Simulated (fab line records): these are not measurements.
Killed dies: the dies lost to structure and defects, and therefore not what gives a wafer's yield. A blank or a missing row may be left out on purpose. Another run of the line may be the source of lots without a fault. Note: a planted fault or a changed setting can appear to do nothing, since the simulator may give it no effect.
Problem report, 8D (eight disciplines) form, completed by code + flow n5 finfet + the parts of the form that need people (team, actions taken, sign-off) are left out

1. THE PROBLEM
trench depth nm at N5_FIN_SAQP_OCD_MEAS_76 reads a mean of 183.0 nm on 3 wafers of 2 lots; wafers without a fault read 119.7 nm with a standard deviation of 2.8. Relative to the usual mean, that is a shift of +23 standard deviations.
First seen on wafer L124.1, day 4 14:50, on ocd-01. The record holds 26 wafers of 10 lots with a number at this step. Rule for "out", or "out of limits": more than 4 standard deviations from the usual mean. All remaining wafers that have a number are taken as sound.

2. WHAT IT IS, AND WHAT IT ISN'T
| question                    | is                     | is not                                                                                       |
|-----------------------------|------------------------|----------------------------------------------------------------------------------------------|
| which readings at this step | trench depth nm        | -                                                                                            |
| which lots                  | L124, L127             | L115, L117, L118, L120, L128, L133, L136, L137                                               |
| which wafers of those lots  | L124.1, L124.5, L127.1 | L127.6                                                                                       |
| read on which gauges        | ocd-01                 | ocd-02                                                                                       |
| when                        | from day 4 14:50       | up to then (12 sound wafers); but 11 sound wafers of L127, L128, L133, L136, L137 came after |

3. WHAT RULES OUT EACH SUSPECT
Counting: a tool at a process step up to the reading stays a suspect if it ran every lot that is out. Sound lots after the first of them don't rule it out here, since some wafers of a struck lot are sound.
- the gauge at N5_FIN_SAQP_OCD_MEAS_76: ruled out. All the wafers that are out were read on ocd-01, but those of them that N5_FIN_SAQP_FIN_ETCH_36 has rows for are out there too, on other tools.
- vapor etch-02 at N5_FIN_SAQP_RECESS_75 (chemistry HF/NH3, target SiO2, target depth 14.4 nm, afs cycles 3, sublimation time 60 s): kept. Every lot that is out went through it, the first being L124 (day 4 11:05); the last sound lot it ran before that was L117 (day 2 16:56).
- rie diel-05 at N5_FIN_SAQP_ETCH_34 (etches SiO2 in C4F6/O2, target depth 45 nm, time 15 s): kept. Every lot that is out went through it, the first being L124 (day 4 14:24); the last sound lot it ran before that was L118 (day 3 03:08).
- rie si-03 at N5_FIN_SAQP_ETCH_64 (etches SiO2 in CF4, target depth 1.5 nm): kept. Every lot that is out went through it, the first being L124 (day 4 14:36); the last sound lot it ran before that was L115 (day 2 07:58).
- rie si-03 at N5_FIN_SAQP_FIN_ETCH_36 (etches the open film in HBr/Cl2/O2, target depth 120 nm, time 50.4 s): kept. Every lot that is out went through it, the first being L124 (day 4 14:37); the last sound lot it ran before that was L115 (day 2 07:59). Its own oes product au readings are out on those wafers.
Left after counting: vapor etch-02 at N5_FIN_SAQP_RECESS_75, rie diel-05 at N5_FIN_SAQP_ETCH_34, rie si-03 at N5_FIN_SAQP_ETCH_64, rie si-03 at N5_FIN_SAQP_FIN_ETCH_36.

4. THE CAUSE (what the simulator had put in)
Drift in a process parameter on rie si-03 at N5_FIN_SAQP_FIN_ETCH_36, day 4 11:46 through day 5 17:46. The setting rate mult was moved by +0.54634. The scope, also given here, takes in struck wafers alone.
4 suspects survive the count, and this tool is in that group.

5. THE EFFECT CHAIN, in route order
Each row: a reading whose mean over the struck wafers that have a number lies more than 3 standard deviations from the usual. Scope: only readings with a usual standard deviation given in the record; hours: median across lots of the time from each lot's start at the first step in this table that gives one to its start at this step; sigmas: change in usual standard deviations.
| hours | step                    | reading         | usual      | on struck wafers | change | sigmas |
|-------|-------------------------|-----------------|------------|------------------|--------|--------|
| 0     | N5_FIN_SAQP_FIN_ETCH_36 | oes product au  | 0.997 a.u. | 1.371            | +0.374 | +23    |
| 0     | N5_FIN_SAQP_OCD_MEAS_76 | trench depth nm | 119.7 nm   | 183.0            | +63.3  | +23    |
The process steps in it:
- N5_FIN_SAQP_FIN_ETCH_36: etches the open film in HBr/Cl2/O2, target depth 120 nm, time 50.4 s.
At these later measuring or inspecting steps, every struck wafer for which the step has a row has a number for every such reading, and none has moved that far: N5_BEOL_M4_RC_MEAS_101.

6. HOW IT WOULD HAVE BEEN CAUGHT EARLIER
In this record the first reading out of limits at a measuring or inspecting step was taken at day 4 14:50, 3 hours after the fault began at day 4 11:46.
At N5_FIN_SAQP_FIN_ETCH_36, the tool's own readings (oes product au) were out on each struck wafer the step has a row for, so an alarm limit on them would have fired on the first such wafer.
Lots out: 2; of these, L127 started N5_FIN_SAQP_FIN_ETCH_36 on rie si-03 after day 4 14:50. It would have been spared by a hold on the tool at that moment.
